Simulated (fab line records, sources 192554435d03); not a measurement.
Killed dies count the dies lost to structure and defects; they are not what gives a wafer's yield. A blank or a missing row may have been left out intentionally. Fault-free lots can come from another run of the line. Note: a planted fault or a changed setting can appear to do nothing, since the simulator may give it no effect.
A struck lot beside a sound one :: flow n5_finfet :: 39 out of 1938 route steps
Sound: wafers L758.1, L758.3, L758.6. Struck: wafer L754.1 (left out: L754.2, L754.6 of the same lot, which were not struck); the cause appears at the end.
At each step with rows: each side's tool, then ch and its chambers, then its first start. Under that, the readings that differ: sound wafers :: struck wafers :: difference of the means :: sigmas: that difference in standard deviations of wafers without a fault.
alike: readings whose means differ by less than 2 such deviations, and words and numbers that are the same on both sides. not compared: withheld readings, readings that some wafer has no value for, bounds like >300 that may hide the same value, and numbers for which the record gives no deviation and whose values overlap.
The two part at a step that has a row with sigmas, a row that says differs or no value, or rows on one side only. Numbers that have no deviation but don't overlap get no sigmas and don't part them. Lack of a reading on every wafer of one side parts them only where that side has two or more wafers.

first, 10 steps without rows for these wafers: N5_BEOL_M4_STRIP_36 (strips in N2/H2); N5_BEOL_M4_TRENCH_ETCH_37 (etches SiOC in C4F6/O2, target depth 55.555 nm, time 29.2 s); N5_BEOL_M4_ETCH_41 (etches SiCN in CH3F/O2, target depth 29.9 nm, time 52.5 s); N5_BEOL_M4_STRIP_97 (strips in N2/H2, time 10 s); N5_BEOL_M4_HM_STRIP_39 (strips TiN in peroxide tin strip, target depth 25 nm, time 158 s); N5_BEOL_M4_SRD_40 (time 30 s); N5_BEOL_M4_PRECLEAN_42 (cleans in residue remover, time 60 s); N5_BEOL_M4_SRD_43 (time 30 s); N5_BEOL_M4_DEGAS_44 (time 60 s); N5_BEOL_M4_PRE_CLEAN_45 (time 30 s).
N5_BEOL_M4_ALD_84: deposits TaN, pulse time 2 s, purge time 3 s, co reactant purge time 2 s.
  sound on ald_metal-02 ch 0,1,2, day 11 06:38; struck on ald_metal-03 ch 1, day 10 22:57
reading: ald_cycles
sound: 30 30 30
struck: 21
difference: -9
sigmas: 
  alike: chamber_pressure_Torr, heater_power_w
  not compared: model.TaN_of_BEOL_M4_ALD_84.thk_nm
then, 26 steps without rows for these wafers: N5_BEOL_M4_SURFACE_TREAT_85; N5_BEOL_M4_CVD_47 (deposits Co from CCTBA/H2, target thk 3 nm, time 223.8 s); N5_BEOL_M4_SPUTTER_48 (material Cu, target thk 4.5 nm, time 8.29 s); N5_BEOL_M4_ANNEAL_49 (time 240 s); N5_BEOL_M4_SPUTTER_79 (material Cu, target thk 4.5 nm, time 8.29 s); N5_BEOL_M4_ANNEAL_80 (time 240 s); N5_BEOL_M4_SPUTTER_81 (material Cu, target thk 4.5 nm, time 8.29 s); N5_BEOL_M4_ANNEAL_82 (time 240 s); N5_BEOL_M4_SPUTTER_86 (material Cu, target thk 4.5 nm, time 8.29 s); N5_BEOL_M4_ANNEAL_87 (time 240 s); N5_BEOL_M4_SPUTTER_88 (material Cu, target thk 4.5 nm, time 8.29 s); N5_BEOL_M4_ANNEAL_89 (time 240 s); N5_BEOL_M4_SPUTTER_90 (material Cu, target thk 4.5 nm, time 8.29 s); N5_BEOL_M4_ANNEAL_91 (time 240 s); N5_BEOL_M4_SPUTTER_92 (material Cu, target thk 4.5 nm, time 8.29 s); N5_BEOL_M4_ANNEAL_93 (time 240 s); N5_BEOL_M4_SPUTTER_94 (material Cu, target thk 4.5 nm, time 8.29 s); N5_BEOL_M4_ANNEAL_95 (time 240 s); N5_BEOL_M4_SPUTTER_96 (material Cu, target thk 4.5 nm, time 8.29 s); N5_BEOL_M4_ECD_50 (material Cu, target thk 300 nm); N5_BEOL_M4_ANNEAL_51 (time 90 s); N5_BEOL_M4_CMP_52 (polishes, stops on SiOC, t overpolish 6.8 s, target thk 40 nm); N5_BEOL_M4_PRE_CLEAN_60 (time 15 s); N5_BEOL_M4_CO_CAP_55 (material Co, precursor CCTBA/H2, target thk 2 nm, time 102.1 s); N5_BEOL_M4_PRE_CLEAN_56 (time 15 s); N5_BEOL_M4_DEP_57 (deposits SiCN from 3MS/NH3, target thk 8 nm, time 14 s).
N5_BEOL_M4_RC_MEAS_101:
  sound on prober-02 ch 0, day 11 09:59; struck on prober-02 ch 0, day 11 04:00
reading: CHAIN_V3 (ohm/link)
sound: 226 236 230
struck: 183
difference: -48
sigmas: -5

reading: CHAIN_V3_max_site (ohm/link)
sound: 238 243 243
struck: 192
difference: -49
sigmas: -5

reading: COMB_M4 (S/m)
sound: 4.8e-11 7.1e-11 5.8e-11
struck: 2.1e-10
difference: +1.5e-10
sigmas: +13

reading: COMB_M4_max_site (S/m)
sound: 1.22e-10 9e-11 7.5e-11
struck: 2.4e-10
difference: +1.4e-10
sigmas: +8

reading: DIBL_N (mV/V)
sound: 33.9 33.0 33.7
struck: 39.6
difference: +6.1
sigmas: +3

reading: DIBL_P (mV/V)
sound: 33.6 32.7 32.8
struck: 41.2
difference: +8.2
sigmas: +3

reading: IOFF_N (nA/um)
sound: 0.14 0.11 0.13
struck: 0.25
difference: +0.12
sigmas: +4

reading: IOFF_P (nA/um)
sound: 0.19 0.18 0.19
struck: 0.28
difference: +0.09
sigmas: +3

reading: ION_N (uA/um)
sound: 684 661 664
struck: 696
difference: +26
sigmas: +2

reading: SS_P (mV/dec)
sound: 72.8 72.5 72.1
struck: 74.6
difference: +2.1
sigmas: +3

reading: VT_N (mV)
sound: 249 255 253
struck: 244
difference: -8
sigmas: -2
  alike: ION_P, SS_N, VT_P
-- here the record skips 5 days between the struck wafers' starts before and after, leaving off in module BEOL_M4 and picking up in module PASSIVATION (first step shown: number 1936 of the route) --
N5_PASSIVATION_PROBE_49:
  sound: prober-01 at day 15 22:34; struck: prober-01 at day 15 16:37
reading: killed_at_M4_up
sound: 8 12 17
struck: 85
difference: +73
sigmas: +13

reading: killed_at_front_end
sound: 51 53 85
struck: 23
difference: -40
sigmas: -4

reading: killed_open
sound: 83 79 91
struck: 40
difference: -44
sigmas: -4

reading: sort_bin_4_leakage (%)
sound: 0 0 0
struck: 6.78
difference: +6.78
sigmas: +99 or more

reading: sort_bin_5_function (%)
sound: 5.8 5.7 6.2
struck: 3.6
difference: -2.3
sigmas: -3

reading: sort_bin_6_memory (%)
sound: 4.2 3.1 4.6
struck: 1.9
difference: -2.1
sigmas: -3
  alike: defect_limited_yield, killed_at_M0_to_M3, killed_at_contacts, killed_at_other, killed_dies, killed_short, sort_n_pass, sort_yield_pct

== WHERE THEY PART ==
Last at N5_PASSIVATION_PROBE_49 as far as this record goes, first at N5_BEOL_M4_RC_MEAS_101.

WHY: what had been put in by the simulator
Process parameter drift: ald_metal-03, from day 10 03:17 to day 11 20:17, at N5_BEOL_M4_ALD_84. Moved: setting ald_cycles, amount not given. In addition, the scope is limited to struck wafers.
